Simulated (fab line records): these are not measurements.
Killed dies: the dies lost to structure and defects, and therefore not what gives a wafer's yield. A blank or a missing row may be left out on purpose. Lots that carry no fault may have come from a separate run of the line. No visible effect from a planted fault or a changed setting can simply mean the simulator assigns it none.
Split-lot experiment    flow n5 finfet    21 wafers read across 7 lots, on a route 1938 steps long

## THE SPLIT
At N5_SD_EPI_N_ETCH_35 (etches SOC in N2/H2, overetch 108 nm, time 486 s), the setting source w was moved away from the recipe's 3000 W on 4 of the 21 wafers read, by -10.3% to +13.0%. All remaining wafers had this setting at the recipe value.

## FROM SPLIT TO READING: 1 step shown by the file between the two
- N5_SD_EPI_N_ETCH_45: etches SiOCN in CH3F/O2, target depth 6 nm (also split here: target depth a)

## THE READING
SiARC_of_SD_EPI_N_COAT_33.thk nm (the simulator's own value, which no gauge read), in nm, at N5_SD_EPI_N_ETCH_16 (etches SiO2 in CHF3/O2, target depth 5 nm). The file gives no usual value for it. Across the 17 wafers here that went through the recipe, the average is 12.2 nm and the standard deviation 0.24 nm.

wafer   tool, chamber at the split  source w as run, W  against the recipe  SiARC_of_SD_EPI_N_COAT_33.thk nm, nm  against lot-mates on the recipe
L074.1  rie diel-05, 3,1            3000                recipe              12                                    -
L074.4  rie diel-05, 3,1            3000                recipe              12                                    -
L074.5  rie diel-05, 1              2763                -7.9%               13.2                                  +1.2
L080.1  rie diel-02, 1              3390                +13.0%              11                                    -1.4
L080.3  rie diel-02, 2              3000                recipe              12.4                                  -
L080.6  rie diel-02, 0              3390                +13.0%              10.4                                  -2.0
L084.1  rie diel-04, 1              3000                recipe              12.6                                  -
L084.2  rie diel-04, 0              3000                recipe              12.4                                  -
L084.3  rie diel-04, 2              3000                recipe              12.2                                  -
L087.2  rie diel-05, 0,3            3000                recipe              12.6                                  -
L087.3  rie diel-05, 3              3000                recipe              12.6                                  -
L087.6  rie diel-05, 0,3            3000                recipe              12.4                                  -
L091.1  rie diel-04, 0,3            3000                recipe              12                                    -
L091.4  rie diel-04, 0,3            3000                recipe              12                                    -
L091.5  rie diel-04, 3              2691                -10.3%              13.4                                  +1.4
L094.1  rie diel-04, 0,2            3000                recipe              12                                    -
L094.3  rie diel-04, 0,2            3000                recipe              12                                    -
L094.5  rie diel-04, 3              3000                recipe              12.2                                  -
L095.3  rie diel-04, 1              3000                recipe              12.6                                  -
L095.4  rie diel-04, 0              3000                recipe              12.2                                  -
L095.6  rie diel-04, 3              3000                recipe              12                                    -
When a row names more than one chamber, that row covers several wafers, and the file does not tell which wafer ran in which chamber.

FIT RESULTS
A straight line over all 21 wafers: SiARC_of_SD_EPI_N_COAT_33.thk nm changes by -0.118 nm for each +1% of source w; r = -0.92; the points scatter about the line by 0.25 nm.
The same after taking each lot's own level away (the mean of its wafers on the recipe; 21 wafers): -0.135 nm for each +1%; r = -0.97; scatter 0.17 nm.
That fit puts the effect of the largest move of source w on the reading at 1.8 nm.
The span of the lots' own levels, 12.00 to 12.53 nm, comes to 2.2 times the standard deviation stated above.
Thus the slope moves with the lot-to-lot level: the two fits are different.
Check: -1.93 nm against its lot-mates is what the line predicts for one of the wafers moved furthest among these (+13.0%) when that wafer is left out of the fit. It came out at -1.4 nm against them.

## THESE WAFERS: OTHER SPLITS
Other splits were also applied to these wafers ahead of the reading. Each is held against what the fit with the lots' levels taken away leaves over:
other split on the same wafers         wafers away from the commonest value  r with SiARC_of_SD_EPI_N_COAT_33.thk nm (lot level and that fit taken away)
N5_ZERO_LAYER_ETCH_18 icp w            9                                     -0.34
N5_WELL_APT_EXPOSE_05 dose mj          9                                     -0.33
N5_FIN_SAQP_PEB_14 peb time s          7                                     -0.12
N5_FIN_SAQP_DEVELOP_15 develop time s  7                                     -0.01
N5_FIN_CUT_EXPOSE_05 dose mj           10                                    +0.12
N5_FIN_CUT_ETCH_21 time s              9                                     -0.17
N5_DUMMY_GATE_COAT_34 spin rpm         6                                     -0.14
N5_DUMMY_GATE_COAT_28 spin rpm         9                                     +0.05
N5_SD_EPI_N_ETCH_45 target depth a     7                                     +0.10

## THE WHOLE CHAIN: every reading that the file lists as answering this split, in the file's order
step                 what it does                                      reading                                                                            change (the file's fit)                r (the file's)
N5_SD_EPI_N_ETCH_35  etches SOC in N2/H2, overetch 108 nm, time 486 s  SiARC_of_SD_EPI_N_COAT_33.thk nm (the simulator's own value, which no gauge read)  -0.132 nm for each +1% of the setting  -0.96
N5_SD_EPI_N_ETCH_16  etches SiO2 in CHF3/O2, target depth 5 nm         SiARC_of_SD_EPI_N_COAT_33.thk nm (the simulator's own value, which no gauge read)  -0.136 nm for each +1% of the setting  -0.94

## THE FILE'S OWN FIT
SiARC_of_SD_EPI_N_COAT_33.thk nm changes by -0.136 nm for each +1% of source w, r = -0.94.
